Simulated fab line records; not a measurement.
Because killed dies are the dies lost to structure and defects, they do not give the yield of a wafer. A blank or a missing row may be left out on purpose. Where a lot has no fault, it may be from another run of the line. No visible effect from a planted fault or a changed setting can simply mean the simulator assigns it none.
fab line records :: flow n5-finfet
record:
  lots: 3
  wafers: 9
  last-day: 15
route steps=1938 shown BEOL_M8@1357 PASSIVATION@1936
lots that met no fault: from a run of the same line without faults
start-h: start of the lot's first displayed wafer, in hours after the record's first day :: wait-h: how many hours have passed since the lot's step before this one :: " same as the row above :: L1.1+2: a single row standing in for several wafers :: - no value, or no start was given :: * or withheld: withheld :: < > ~ a bound
route shown NAME@n: names a module that has steps shown in the file, with the first one's number in the route :: usual: mean/standard deviation taken from wafers without a fault :: same: alike in all rows :: chamber/n: place in a boat :: sites: per-site readings :: _std_site: the values' standard deviation :: _edge_site: the outer-site mean with the inner-site mean subtracted :: radius-mm: how far each site lies from the wafer's centre :: mask NAME#n: copy n :: behind: the last tool/chamber to shape the wafer :: hold: why the lot went on hold/how many hours it stayed there/how the hold came to an end :: device: names the non-switching transistor (n, p or np) :: end of line: at the end of the route, the tests of the same wafers :: a step with no rows: only its recipe :: killed: not the wafer's yield, but the dies lost to structure and defects at the first sort :: map: the dies of a wafer, with x for killed, . for not killed, _ for no die there
set.NAME: the setting that was run; set.NAME@STEP: the one run at that earlier step :: model.NAME: the simulator's own value behind a step, which no gauge read
lots seen at some steps along the route; tables by step, rows by wafer
services: when a tool's chamber went out of use (start-h, in hours from the record's first day, below 0 if earlier), for how many hours, and the reason
== steps ==
step: N5_BEOL_M8_COAT_64
recipe:
  resist: SiARC
  temp-c: 220
  time-s: 60
  spin-rpm: 1500
  resist-thk-nm: 12
step: N5_BEOL_M8_COAT_71
recipe:
  resist: underlayer
  temp-c: 205
  time-s: 60
  spin-rpm: 1500
  resist-thk-nm: 5
step: N5_BEOL_M8_COAT_22
recipe:
  resist: CAR-EUV
  spin-rpm: 1500
  resist-thk-nm: 30
step: N5_BEOL_M8_EBR_24
recipe:
  solvent: PGMEA
  ebr-width-mm: 1.5
step: N5_BEOL_M8_SOFTBAKE_23
recipe:
  temp-c: 110
  time-s: 60
  resist: CAR-EUV
step: N5_BEOL_M8_EXPOSE_25
recipe:
  mask-id: V7
  na: 0.33
  source-shape: annular
  sigma-inner: 0.4
  sigma-outer: 0.8
  polarization: unpolarized
  target-cd-nm: 40
  dose-mj: 42.5
step: N5_BEOL_M8_PEB_26
recipe:
  peb-temp-c: 100
  peb-time-s: 60
  resist: CAR-EUV
step: N5_BEOL_M8_DEVELOP_27
recipe:
  develop-time-s: 30
  developer: TMAH
  resist: CAR-EUV
  rinse-liquid: surfactant-rinse
  dry: air-spin
  dev-temp-c: 23
step: N5_BEOL_M8_DESCUM_33
recipe:
  chemistry: O2
  time-s: 7
  source-power-w: 50
  bias-power-w: 20
  pressure-mtorr: 20
  rf-frequency-hz: 2.712e+07
  temp-c: 40
  resist: CAR-EUV
  o2-flow-sccm: 225
step: N5_BEOL_M8_ETCH_72
recipe:
  chemistry: N2/H2
  target: underlayer
  target-depth-a: 65
  mask-material: CAR-EUV
  time-s: 5.2
  ion-energy-ev: 200
  pressure-mtorr: 30
  source-w: 840
  bias-w: 150
  n2-flow-sccm: 200
  h2-flow-sccm: 200
  ends: cleared
usual:
  drypump-motor-current-A: 5.6/0.41
  etch-rf-on-time-s: 5.20/0.11
  h2-flow-sccm: 200.0/0.54
  oes-product-au: 0.68/0.07
  rf-vpp-V: 524.1/3
  showerhead-plenum-p-Torr: 2.56/0.1
  throttle-valve-pct: 17.79/0.16
lot.wafer: L102.1
tool: rie-diel-02
chamber: 3
start-h: 222.77
wait-h: 0.0
drypump-motor-current-A: 5.7
etch-rf-on-time-s: 5.35
h2-flow-sccm: 199.5
oes-product-au: 0.57
rf-hours-counter-h: 249
rf-vpp-V: 526.1
showerhead-plenum-p-Torr: 2.62
throttle-valve-pct: 17.93

lot.wafer: L102.2
tool: rie-diel-02
chamber: 0
start-h: 222.77
wait-h: 0.0
drypump-motor-current-A: 5.3
etch-rf-on-time-s: 5.12
h2-flow-sccm: 200.3
oes-product-au: 0.62
rf-hours-counter-h: 200
rf-vpp-V: 521.1
showerhead-plenum-p-Torr: 2.51
throttle-valve-pct: 17.73

lot.wafer: L102.3
tool: rie-diel-02
chamber: 2
start-h: 222.77
wait-h: 0.0
drypump-motor-current-A: 5.9
etch-rf-on-time-s: 5.40
h2-flow-sccm: 199.4
oes-product-au: 0.58
rf-hours-counter-h: 239
rf-vpp-V: 518.5
showerhead-plenum-p-Torr: 2.40
throttle-valve-pct: 18.24

lot.wafer: L105.2
tool: rie-diel-01
chamber: 1
start-h: 254.06
wait-h: 0.0
drypump-motor-current-A: 5.3
etch-rf-on-time-s: 5.19
h2-flow-sccm: 199.1
oes-product-au: 0.78
rf-hours-counter-h: 9
rf-vpp-V: 522.9
showerhead-plenum-p-Torr: 2.49
throttle-valve-pct: 17.69

lot.wafer: L105.4
tool: rie-diel-01
chamber: 3
start-h: 254.06
wait-h: 0.0
drypump-motor-current-A: 4.9
etch-rf-on-time-s: 5.19
h2-flow-sccm: 199.5
oes-product-au: 0.70
rf-hours-counter-h: 78
rf-vpp-V: 527.6
showerhead-plenum-p-Torr: 2.69
throttle-valve-pct: 17.71

lot.wafer: L105.6
tool: rie-diel-01
chamber: 1
start-h: 254.06
wait-h: 0.0
drypump-motor-current-A: 5.3
etch-rf-on-time-s: 5.16
h2-flow-sccm: 199.2
oes-product-au: 0.79
rf-hours-counter-h: -
rf-vpp-V: 522.3
showerhead-plenum-p-Torr: 2.49
throttle-valve-pct: 17.65

lot.wafer: L114.1
tool: rie-diel-02
chamber: 3
start-h: 299.49
wait-h: 0.0
drypump-motor-current-A: 5.6
etch-rf-on-time-s: 5.04
h2-flow-sccm: 199.7
oes-product-au: 0.77
rf-hours-counter-h: 24
rf-vpp-V: 525.5
showerhead-plenum-p-Torr: 2.61
throttle-valve-pct: 17.51

lot.wafer: L114.2
tool: rie-diel-02
chamber: 2
start-h: 299.49
wait-h: 0.0
drypump-motor-current-A: 5.9
etch-rf-on-time-s: 5.18
h2-flow-sccm: 200.8
oes-product-au: 0.80
rf-hours-counter-h: 10
rf-vpp-V: 527.2
showerhead-plenum-p-Torr: 2.71
throttle-valve-pct: 17.88

lot.wafer: L114.6
tool: rie-diel-02
chamber: 1
start-h: 299.49
wait-h: 0.0
drypump-motor-current-A: 5.7
etch-rf-on-time-s: 5.16
h2-flow-sccm: 200.2
oes-product-au: 0.63
rf-hours-counter-h: -
rf-vpp-V: 518.8
showerhead-plenum-p-Torr: 2.43
throttle-valve-pct: 17.85
step: N5_BEOL_M8_ETCH_65
recipe:
  chemistry: CF4
  target: SiARC
  target-depth-a: 156
  mask-material: CAR-EUV
  time-s: 26
  ion-energy-ev: 80
  pressure-mtorr: 40
  source-w: 545
  bias-w: 36
  Ar_flow_sccm: 100
  cf4-flow-sccm: 100
  ends: cleared
step: N5_BEOL_M8_ETCH_66
recipe:
  chemistry: N2/H2
  target: SOC
  target-depth-a: 800
  overetch-a: 160
  mask-material: SiARC
  temp-c: 40
  time-s: 120
  ion-energy-ev: 200
  pressure-mtorr: 30
  source-w: 840
  bias-w: 150
  n2-flow-sccm: 200
  h2-flow-sccm: 200
step: N5_BEOL_M8_STRIP_69
recipe:
  chemistry: N2/H2
  temp-c: 40
  n2-flow-sccm: 200
  h2-flow-sccm: 200
  rf-frequency-hz: 6e+07
step: N5_BEOL_M8_STRIP_73
recipe:
  chemistry: N2/H2
  temp-c: 40
  n2-flow-sccm: 200
  h2-flow-sccm: 200
  rf-frequency-hz: 6e+07
step: N5_BEOL_M8_VIA_ETCH_34
recipe:
  chemistry: C4F6/O2
  target: SiCOH_lowk
  target-depth-a: 1255
  mask-material: SOC
  taper-deg: 4
  time-s: 50.5
  ion-energy-ev: 250
  pressure-mtorr: 30
  source-w: 345
  bias-w: 185
  Ar_flow_sccm: 300
  C4F6_flow_sccm: 10
  O2_flow_sccm: 10
step: N5_BEOL_M8_STRIP_76
recipe:
  chemistry: C4F6/O2
  resist: SiARC
  rf-frequency-hz: 6e+07
step: N5_BEOL_M8_STRIP_36
recipe:
  chemistry: N2/H2
  power-w: 450
  temp-c: 40
  pressure-mtorr: 20
  rf-frequency-hz: 6e+07
  overash-fraction: 0.3
  bias-power-w: 7
  h2-frac: 0.5
  n2-flow-sccm: 200
  h2-flow-sccm: 200
step: N5_BEOL_M8_TRENCH_ETCH_37
recipe:
  chemistry: C4F6/O2
  target-depth-a: 934.78
  target: SiCOH_lowk
  time-s: 31.2
  ion-energy-ev: 250
  pressure-mtorr: 30
  source-w: 345
  bias-w: 185
  Ar_flow_sccm: 300
  C4F6_flow_sccm: 10
  O2_flow_sccm: 10
step: N5_BEOL_M8_ETCH_41
recipe:
  chemistry: CH3F/O2
  target: SiCN
  target-depth-a: 319
  taper-deg: 2
  time-s: 57.8
  ion-energy-ev: 120
  mask-material: TiN
  pressure-mtorr: 30
  source-w: 395
  bias-w: 75
  Ar_flow_sccm: 150
  CH3F_flow_sccm: 30
  O2_flow_sccm: 20
step: N5_BEOL_M8_STRIP_80
recipe:
  chemistry: N2/H2
  time-s: 10
  power-w: 450
  temp-c: 40
  pressure-mtorr: 20
  rf-frequency-hz: 6e+07
  bias-power-w: 7
  n2-flow-sccm: 200
  h2-flow-sccm: 200
step: N5_BEOL_M8_HM_STRIP_39
recipe:
  chemistry: peroxide-tin-strip
  material: TiN
  target-depth-a: 250
  temp-c: 50
  time-s: 158
step: N5_BEOL_M8_SRD_40
recipe:
  time-s: 30
  temp-c: 23
  rinse-liquid: diw
  dry: ipa-marangoni
step: N5_BEOL_M8_PRECLEAN_42
recipe:
  chemistry: residue-remover
  time-s: 60
  temp-c: 40
step: N5_BEOL_M8_SRD_43
recipe:
  time-s: 30
  temp-c: 23
  rinse-liquid: diw
  dry: ipa-marangoni
step: N5_BEOL_M8_CURE_75
recipe:
  temp-c: 370
  time-s: 120
  ambient: DMADMS/He
  material: SiCOH_lowk
step: N5_BEOL_M8_DEGAS_44
recipe:
  ambient: vacuum
  temp-c: 250
  time-s: 60
step: N5_BEOL_M8_PRE_CLEAN_45
recipe:
  gas: H2/He
  time-s: 30
  temp-c: 250
step: N5_BEOL_M8_ALD_77
recipe:
  material: TaN
  target-thk-a: 20
  temp-c: 275
  ald-precursor-family: PDMAT
  ald-co-reactant: NH3
  pressure-torr: 3
  carrier-flow-sccm: 1500
  pulse-time-s: 2
  purge-time-s: 3
  co-reactant-purge-time-s: 2
  co-reactant-pulse-time-s: 3
  ald-cycles: 40
  precursor-vessel-temp-c: 75
  precursor-vessel-pressure-torr: 26.25
  precursor-vessel-carrier-sccm: 1000
step: N5_BEOL_M8_SURFACE_TREAT_79
recipe:
  gas: Ar
  time-s: *
  ion-energy-ev: *
  ion-current-ma-cm2: 0.5
  pressure-mtorr: *
  ar-flow-sccm: 30
step: N5_BEOL_M8_CVD_78
recipe:
  material: Co
  target-thk-a: 20
  temp-c: withheld
  precursor: CCTBA/H2
  pressure-torr: 30
  time-s: 142.3
step: N5_BEOL_M8_SPUTTER_48
recipe:
  material: Cu
  target-thk-a: 100
  temp-c: -20
  bias-v: 60
  power-w: 26000
  chamber-pressure-pa: 0.13
  time-s: 1.667
step: N5_BEOL_M8_ECD_50
recipe:
  material: Cu
  target-thk-a: 3000
step: N5_BEOL_M8_ANNEAL_51
recipe:
  temp-c: 225
  time-s: 90
  ambient: N2
step: N5_BEOL_M8_CMP_52
recipe:
  stop-on: SiCOH_lowk
  t-overpolish-s: 6.9
  down-force-psi: 1
  platen-rpm: 50
  clearing-platen-down-force-psi: 1.5
  clearing-platen-rpm: 50
  post-cmp-clean: cu-alkaline
  target-thk-nm: 80
  clearing-platen-pad-velocity-m-s: 0.99484
  pad-velocity-m-s: 0.99484
step: N5_BEOL_M8_PRE_CLEAN_55
recipe:
  gas: NH3
  time-s: 15
  temp-c: withheld
  rf-power-w: 300
step: N5_BEOL_M8_DEP_56
recipe:
  material: SiCN
  target-thk-a: 100
  temp-c: withheld
  precursor: 3MS/NH3
  pressure-torr: 3
  rf-w: 202
  time-s: 17.5
step: N5_PASSIVATION_PROBE_49
usual:
  defect-limited-yield: 91.1/1.4
  killed_at_M0_to_M3: 32/9.3
  killed_at_M4_up: 13/5.8
  killed-at-contacts: 12/6.3
  killed-at-front-end: 44/12
  killed-at-other: 3.6/2.7
  killed-dies: 104/17
  killed-on-rim: 14/3.9
  killed-open: 69/13
  killed-short: 34/6.9
  sort_bin_5_function: 5.2/0.98
  sort_bin_6_memory: 3.3/0.59
  sort-n-pass: 1075/17
  sort-yield-pct: 91.1/1.4
same:
  gross-dies: 1180
  killed-at-back-side: 0
  sort_bin_4_leakage[%]: 0
  sort_bin_8_speed[%]: 0
lot.wafer: L114.1
tool: prober-02
chamber: -
start-h: 360.80
wait-h: 0.0
defect-limited-yield[%]: 86.9
killed_at_M0_to_M3: 13
killed_at_M4_up: 97
killed-at-contacts: 16
killed-at-front-end: 29
killed-at-other: 0
killed-dies: 155
killed-on-rim: 29
killed-open: 50
killed-short: 20
sort_bin_5_function[%]: 7.7
sort_bin_6_memory[%]: 2.5
sort-n-pass: 1025
sort-yield-pct[%]: 86.9
killed by level:class
L114.1 BEOL_M8:unspecified=85 MOL_CONTACT_COAG:geometric-particle:open=13 BEOL_M4:geometric-particle:open=7 FIN_SAQP:geometric-particle:open=6 FIN_SAQP:geometric-particle:short=4 STI_FIN_REVEAL:geometric-particle:open=4 DUMMY_GATE:geometric-particle:open=4 BEOL_M1:geometric-particle:open=4
map L114.1 (x killed, . not)
_________________.x..........________________
______________.................._____________
___________........................__________
__________........x................x_________
________x............................._______
_______.................x..............______
______....x.....x......................x_____
_____..........x.........................____
____x..............x......................___
___.x.........................xx...........__
___........x...........xx...............x..__
__..x........x..........x..................._
__.....................x......x............._
_........x....................x...x.........x
_......x......x..............................
_............................................
_..........................x.......x.........
_..x.....x...................................
_....x........................x......x..x..x.
_.......x...x.......xx...............x.......
_.......................................x....
__.....x.......x..................x........._
__...x.........x............................_
___x......................x.......xx.......__
___.................xx...x..............x..__
____...x.....x......x.x...................___
_____..............x....x................____
______..x........x.xxx.xx..x............_____
_______......xxx.xxxxxxxxx.x..........x______
________........xxxxxxxxx.xx..x.....x._______
__________....x.xxxxxxxxxxxx.x......_________
___________....xxxxxxxxxxxxxx....x.__________
______________xxxxxxxxxxxxxxxx.._____________
_________________xxxxxxxxxxxx________________
map L102.2 (x killed, . not)
_________________.......x.x..________________
______________x..x.xxx..x......._____________
___________..x.................x...__________
__________.......x..x..x............_________
________.................x....x......._______
_______.x.........x.x.................x______
______..x.....x...xx.......x............_____
_____...........x........x...x.........x.____
____...........................x..........___
___.......................x................__
___.....xx....x............................__
__...xx..xx............x.....x..xx.........._
__..x..........x.x......x.x....x........x..x_
_...............xxxx...................x.....
_...x...............x......x........x......x.
_...........x......x.....x.x....x........x..x
_..x...............xxxx...............x......
_...........xx........x................x...x.
_....x............x..x.x.....................
_...............xxx.....................xx...
_..........x...x......x...................x..
__...............x..........x...........x.xx_
__.....x...........x.x.................x...._
___....x...........x..............xx.....x.__
___.xx..........................x.....x...x__
____.......x............x..x..............___
_____.....x..............................____
______.....................x............_____
_______.....x.x.x......x..x....x....x..______
________x.................x.....x..x.._______
__________.......x.............x..x._________
___________....x..................x__________
______________...........x....x._____________
_________________............________________
== services ==
tool: rie-diel-01
chamber: -
start-h: 218.42
hours: 14.6
kind: pm

tool: rie-diel-02
chamber: 3
start-h: 223.86
hours: -
kind: clean

tool: rie-diel-02
chamber: 3
start-h: 223.86
hours: -
kind: consumable-replace:focus-ring

tool: rie-diel-02
chamber: 3
start-h: 223.86
hours: 20.6
kind: scheduled-down

tool: rie-diel-02
chamber: 3
start-h: 223.86
hours: 20.6
kind: vent-cycle

tool: rie-diel-02
chamber: 2
start-h: 244.49
hours: -
kind: clean

tool: rie-diel-02
chamber: 2
start-h: 244.49
hours: -
kind: consumable-replace:focus-ring

tool: rie-diel-02
chamber: 2
start-h: 244.49
hours: -
kind: consumable-replace:showerhead

tool: rie-diel-02
chamber: 2
start-h: 244.49
hours: 30.8
kind: scheduled-down

tool: rie-diel-02
chamber: 2
start-h: 244.49
hours: 30.8
kind: vent-cycle
== key ==
first-sign:
  step: N5_PASSIVATION_PROBE_49
  reading: killed_at_M4_up
  direction: up
  sigmas: 15
  usual: 13
  struck: 97
effect:
  step: N5_PASSIVATION_PROBE_49
  reading: killed-dies
  direction: up
  sigmas: 3
  usual: 104
  struck: 155
more-kills-born-at:
  N5_BEOL_M8_ETCH_72@rie-diel-02: 85
met-at N5_BEOL_M8_ETCH_72
struck-wafers L114.1
onset-between 222.77 299.49
fault:
  kind: chamber-particle-source
  tool: rie-diel-02
  chamber: 3
  onset-h: 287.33
  steps: N5_BEOL_M8_ETCH_72
  rate-per-visit-cm2: 1.751
  end-h: 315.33
